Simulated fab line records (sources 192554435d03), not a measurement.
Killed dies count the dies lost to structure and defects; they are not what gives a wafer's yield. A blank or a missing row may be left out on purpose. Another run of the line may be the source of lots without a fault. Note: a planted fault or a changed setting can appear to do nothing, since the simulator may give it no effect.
Which tool is to blame? | flow n5Finfet | 15 lots, 45 wafers sampled, at 6 steps of a route of 1938

WHAT THE GAUGES READ, wafer by wafer
N5_BEOL_M14_THK_MEAS_50: measures by xrf. Usual: M14_THK 543 nm, standard deviation 10.
lot  | measured     | on           | M14_THK (nm) | flag
L435 | day 11 16:32 | filmMetro-02 | 533 537 550  | 
L436 | day 11 19:06 | filmMetro-02 | 524 536 546  | 
L439 | day 12 15:48 | filmMetro-01 | 537 552 543  | 
L440 | day 12 18:53 | filmMetro-01 | 547 547 562  | 
L441 | day 13 01:46 | filmMetro-01 | 534 535 553  | 
L443 | day 13 03:49 | filmMetro-02 | 545 553 559  | 
L446 | day 14 01:50 | filmMetro-02 | 536 537 546  | 
L447 | day 14 13:55 | filmMetro-02 | 545 525 535  | 
L450 | day 14 18:28 | filmMetro-01 | 539 551 544  | 
L448 | day 15 04:22 | filmMetro-01 | 555 538 529  | 
L451 | day 15 04:36 | filmMetro-02 | 541 539 546  | 
L453 | day 16 09:10 | filmMetro-01 | 544 545 551  | 
L454 | day 16 09:11 | filmMetro-02 | 528 548 536  | 
L456 | day 16 20:57 | filmMetro-01 | 553 540 558  | 
L457 | day 16 23:34 | filmMetro-01 | 527 547 541  | 

N5_BEOL_M15_CD_MEAS_17: target cd 360 nm. Usual: cdNm 361.0 nm, standard deviation 1.7.
lot  | measured     | on       | cdNm (nm)         | flag
L435 | day 11 17:52 | cdSem-01 | 361.5 359.6 359.8 | 
L436 | day 11 20:44 | cdSem-02 | 360.5 362.5 361.2 | 
L439 | day 12 17:29 | cdSem-01 | - - -             | OFF
L440 | day 12 20:29 | cdSem-01 | - - -             | OFF
L441 | day 13 03:06 | cdSem-01 | - - -             | OFF
L443 | day 13 05:08 | cdSem-01 | 360.6 360.2 360.4 | 
L446 | day 14 03:10 | cdSem-03 | 358.3 360.7 356.6 | 
L447 | day 14 15:23 | cdSem-02 | 364.0 364.0 364.0 | 
L450 | day 14 19:48 | cdSem-01 | 363.8 363.2 362.2 | 
L448 | day 15 05:50 | cdSem-02 | 357.2 358.9 360.5 | 
L451 | day 15 06:10 | cdSem-01 | 360.7 361.7 362.1 | 
L453 | day 16 10:29 | cdSem-01 | 361.1 360.4 362.0 | 
L454 | day 16 10:41 | cdSem-03 | 362.5 361.1 362.9 | 
L456 | day 16 22:17 | cdSem-02 | 359.5 361.7 362.2 | 
L457 | day 17 01:02 | cdSem-03 | 361.4 362.6 364.2 | 

WHAT TOOL EACH LOT RAN ON (gives the tool, then ch and the chambers of the sampled wafers, and finally the start)
lot  | N5_BEOL_M14_DEGAS_41        | N5_BEOL_M14_PRE_CLEAN_42    | N5_BEOL_M15_ILD_DEP_00          | N5_BEOL_M15_VIA_ETCH_16
L435 | pvdSputter-02, day 11 15:23 | pvdSputter-02, day 11 15:26 | pecvd-01 ch 0,1, day 11 16:43   | rieDiel-05 ch 0,2,3, day 11 17:27
L436 | pvdSputter-02, day 11 17:56 | pvdSputter-02, day 11 17:58 | pecvd-03 ch 0,1,2, day 11 19:17 | rieDiel-01 ch 1,3, day 11 20:19
L439 | pvdSputter-02, day 12 14:40 | pvdSputter-02, day 12 14:42 | pecvd-04 ch 0,2, day 12 15:59   | rieDiel-05 ch 0,1, day 12 17:05
L440 | pvdSputter-02, day 12 17:43 | pvdSputter-02, day 12 17:46 | pecvd-04 ch 0,2, day 12 19:05   | rieDiel-03 ch 0,2, day 12 20:05
L441 | pvdSputter-03, day 13 00:38 | pvdSputter-03, day 13 00:40 | pecvd-04 ch 0,2, day 13 01:58   | rieDiel-05 ch 0,2, day 13 02:41
L443 | pvdSputter-03, day 13 02:40 | pvdSputter-03, day 13 02:43 | pecvd-01 ch 0,1, day 13 04:00   | rieDiel-05 ch 0,1,2, day 13 04:44
L446 | pvdSputter-03, day 14 00:41 | pvdSputter-03, day 14 00:44 | pecvd-01 ch 0,1,2, day 14 02:01 | rieDiel-01 ch 0,2,3, day 14 02:45
L447 | pvdSputter-02, day 14 12:47 | pvdSputter-02, day 14 12:49 | pecvd-03 ch 1,2, day 14 14:07   | rieDiel-03 ch 0,1,2, day 14 14:58
L450 | pvdSputter-02, day 14 17:20 | pvdSputter-02, day 14 17:22 | pecvd-04 ch 1,2, day 14 18:40   | rieDiel-01 ch 1,2, day 14 19:23
L448 | pvdSputter-03, day 15 03:14 | pvdSputter-03, day 15 03:16 | pecvd-04 ch 1,2, day 15 04:34   | rieDiel-05 ch 0,2,3, day 15 05:26
L451 | pvdSputter-01, day 15 03:16 | pvdSputter-01, day 15 03:18 | pecvd-03 ch 0,1,2, day 15 04:54 | rieDiel-03 ch 0,1, day 15 05:44
L453 | pvdSputter-01, day 16 08:01 | pvdSputter-01, day 16 08:04 | pecvd-01 ch 0,2, day 16 09:21   | rieDiel-03 ch 0,3, day 16 10:05
L454 | pvdSputter-02, day 16 08:02 | pvdSputter-02, day 16 08:05 | pecvd-04 ch 0,1,2, day 16 09:25 | rieDiel-01 ch 1,2,3, day 16 10:16
L456 | pvdSputter-03, day 16 19:45 | pvdSputter-03, day 16 19:47 | pecvd-01 ch 0,1,2, day 16 21:09 | rieDiel-05 ch 1,2, day 16 21:53
L457 | pvdSputter-03, day 16 22:26 | pvdSputter-03, day 16 22:28 | pecvd-01 ch 1,2, day 16 23:46   | rieDiel-03 ch 1,2, day 17 00:37
- N5_BEOL_M14_DEGAS_41: time 60 s.
- N5_BEOL_M14_PRE_CLEAN_42: time 30 s.
- N5_BEOL_M15_ILD_DEP_00: deposits SiO2 from TEOS/O2, target thk 1629.3 nm, time 346.1 s.
- N5_BEOL_M15_VIA_ETCH_16: etches SiO2 in C4F8/O2/Ar, target depth 1792.2 nm.

AS READ BY THE TOOLS THEMSELVES (means over the sampled wafers that have a number; for cases with no such wafer, the mark the record gives instead)
N5_BEOL_M14_DEGAS_41. Usual: heaterPowerW 474 W, standard deviation 50.
lot  | tool          | heaterPowerW (W) | flag
L435 | pvdSputter-02 | 499              | 
L436 | pvdSputter-02 | 511              | 
L439 | pvdSputter-02 | 512              | 
L440 | pvdSputter-02 | 449              | 
L441 | pvdSputter-03 | 467              | 
L443 | pvdSputter-03 | 485              | 
L446 | pvdSputter-03 | 470              | 
L447 | pvdSputter-02 | 424              | 
L450 | pvdSputter-02 | 437              | 
L448 | pvdSputter-03 | 468              | 
L451 | pvdSputter-01 | 487              | 
L453 | pvdSputter-01 | 477              | 
L454 | pvdSputter-02 | 457              | 
L456 | pvdSputter-03 | 468              | 
L457 | pvdSputter-03 | 426              | 

N5_BEOL_M14_PRE_CLEAN_42. Usual: heaterPowerW 474 W, standard deviation 51.
lot  | tool          | heaterPowerW (W) | flag
L435 | pvdSputter-02 | 504              | 
L436 | pvdSputter-02 | 506              | 
L439 | pvdSputter-02 | 514              | 
L440 | pvdSputter-02 | 447              | 
L441 | pvdSputter-03 | 463              | 
L443 | pvdSputter-03 | 489              | 
L446 | pvdSputter-03 | 451              | 
L447 | pvdSputter-02 | 435              | 
L450 | pvdSputter-02 | 441              | 
L448 | pvdSputter-03 | 473              | 
L451 | pvdSputter-01 | 498              | 
L453 | pvdSputter-01 | 480              | 
L454 | pvdSputter-02 | 453              | 
L456 | pvdSputter-03 | 470              | 
L457 | pvdSputter-03 | 419              | 

N5_BEOL_M15_ILD_DEP_00. Usual: chamberPressureTorr 6.497 Torr, standard deviation 0.015; heaterPowerOuterW 330 W, standard deviation 80; heaterPowerW 604 W, standard deviation 120; showerheadPlenumPTorr 8.34 Torr, standard deviation 0.035; throttleValvePct 18.9 %, standard deviation 0.79.
lot  | tool     | chamberPressureTorr (Torr) | heaterPowerOuterW (W) | heaterPowerW (W) | showerheadPlenumPTorr (Torr) | throttleValvePct (%) | flag
L435 | pecvd-01 | 6.498                      | 334                   | 643              | 8.34                         | 19.9                 | 
L436 | pecvd-03 | 6.489                      | 308                   | 524              | 8.38                         | 18.6                 | 
L439 | pecvd-04 | -                          | -                     | -                | -                            | -                    | OFF
L440 | pecvd-04 | -                          | -                     | -                | -                            | -                    | OFF
L441 | pecvd-04 | -                          | -                     | -                | -                            | -                    | OFF
L443 | pecvd-01 | 6.492                      | 378                   | 707              | 8.35                         | 19.8                 | 
L446 | pecvd-01 | 6.506                      | 317                   | 614              | 8.31                         | 19.4                 | 
L447 | pecvd-03 | 6.491                      | 268                   | 492              | 8.37                         | 18.9                 | 
L450 | pecvd-04 | 6.495                      | 390                   | 660              | 8.37                         | 17.9                 | 
L448 | pecvd-04 | 6.478                      | 427                   | 697              | 8.37                         | 18.0                 | 
L451 | pecvd-03 | 6.504                      | 291                   | 496              | 8.37                         | 18.9                 | 
L453 | pecvd-01 | 6.486                      | 297                   | 579              | 8.31                         | 18.7                 | 
L454 | pecvd-04 | 6.504                      | 385                   | 661              | 8.37                         | 18.5                 | 
L456 | pecvd-01 | 6.484                      | 360                   | 677              | 8.32                         | 19.4                 | 
L457 | pecvd-01 | 6.499                      | 358                   | 651              | 8.32                         | 19.3                 | 

N5_BEOL_M15_VIA_ETCH_16. Usual: O2_flow_sccm 12.00 sccm, standard deviation 0.034; drypumpMotorCurrentA 5.6 A, standard deviation 0.57; heOuterTorr 30.00 Torr, standard deviation 0.063; oesProductAu 0.72 a.u., standard deviation 0.086; rfVppV 2217 V, standard deviation 17; showerheadPlenumPTorr 3.42 Torr, standard deviation 0.13; throttleValvePct 30.78 %, standard deviation 0.17.
lot  | tool       | O2_flow_sccm (sccm) | drypumpMotorCurrentA (A) | heOuterTorr (Torr) | oesProductAu (a.u.) | rfVppV (V) | showerheadPlenumPTorr (Torr) | throttleValvePct (%) | flag
L435 | rieDiel-05 | 11.98               | 5.9                      | 29.98              | 0.69                | 2195       | 3.32                         | 30.88                | 
L436 | rieDiel-01 | 11.99               | 5.5                      | 29.97              | 0.79                | 2226       | 3.59                         | 30.68                | 
L439 | rieDiel-05 | 11.96               | 5.6                      | 30.00              | 0.33                | 2225       | 3.36                         | 30.11                | OFF
L440 | rieDiel-03 | 11.99               | 5.2                      | 29.99              | 0.30                | 2221       | 3.53                         | 29.88                | OFF
L441 | rieDiel-05 | 12.01               | 5.7                      | 30.02              | 0.28                | 2199       | 3.30                         | 30.18                | OFF
L443 | rieDiel-05 | 11.97               | 5.6                      | 29.94              | 0.73                | 2213       | 3.33                         | 30.87                | 
L446 | rieDiel-01 | 12.00               | 5.8                      | 30.02              | 0.75                | 2219       | 3.51                         | 30.91                | 
L447 | rieDiel-03 | 11.99               | 5.3                      | 29.90              | 0.71                | 2228       | 3.52                         | 30.64                | 
L450 | rieDiel-01 | 12.02               | 6.0                      | 30.03              | 0.72                | 2224       | 3.58                         | 30.90                | 
L448 | rieDiel-05 | 11.95               | 5.9                      | 29.92              | 0.67                | 2194       | 3.31                         | 30.89                | 
L451 | rieDiel-03 | 11.99               | 5.4                      | 29.98              | 0.71                | 2235       | 3.52                         | 30.68                | 
L453 | rieDiel-03 | 11.98               | 5.3                      | 30.02              | 0.70                | 2216       | 3.27                         | 30.64                | 
L454 | rieDiel-01 | 11.99               | 5.7                      | 30.00              | 0.72                | 2218       | 3.54                         | 30.88                | 
L456 | rieDiel-05 | 12.00               | 6.1                      | 30.01              | 0.72                | 2224       | 3.32                         | 30.92                | 
L457 | rieDiel-03 | 12.02               | 5.3                      | 30.04              | 0.63                | 2219       | 3.52                         | 30.67                | 

THE ANSWER, worked out from the rows above alone
Rule: a lot is off if the mean of its wafers that have a number lies more than 3 standard deviations from the usual mean. Also off: a lot with no number at a reading for which 4 or more lots have one. Any other lot the step has rows for is counted as sound. The gauges are gone through in route order, then the tools' own readings, and for those a lot's mean is taken as printed above. The first step at which some lot is off is used, and at that step the reading that is off furthest; a lot without a number counts as furthest.
Off, at N5_BEOL_M15_CD_MEAS_17 on cdNm: L439, L440, L441. Without a number there: L439, L440, L441.
A tool fits if, at a process step before that reading, it ran every lot that is off, and no sound lot after the first of them. Not tried: the gauges at N5_BEOL_M15_CD_MEAS_17; whatever is off there is also off at N5_BEOL_M15_ILD_DEP_00, on other tools, and gauge error can't account for it. No candidate that was tried fits.

WHAT THE SIMULATOR PUT IN
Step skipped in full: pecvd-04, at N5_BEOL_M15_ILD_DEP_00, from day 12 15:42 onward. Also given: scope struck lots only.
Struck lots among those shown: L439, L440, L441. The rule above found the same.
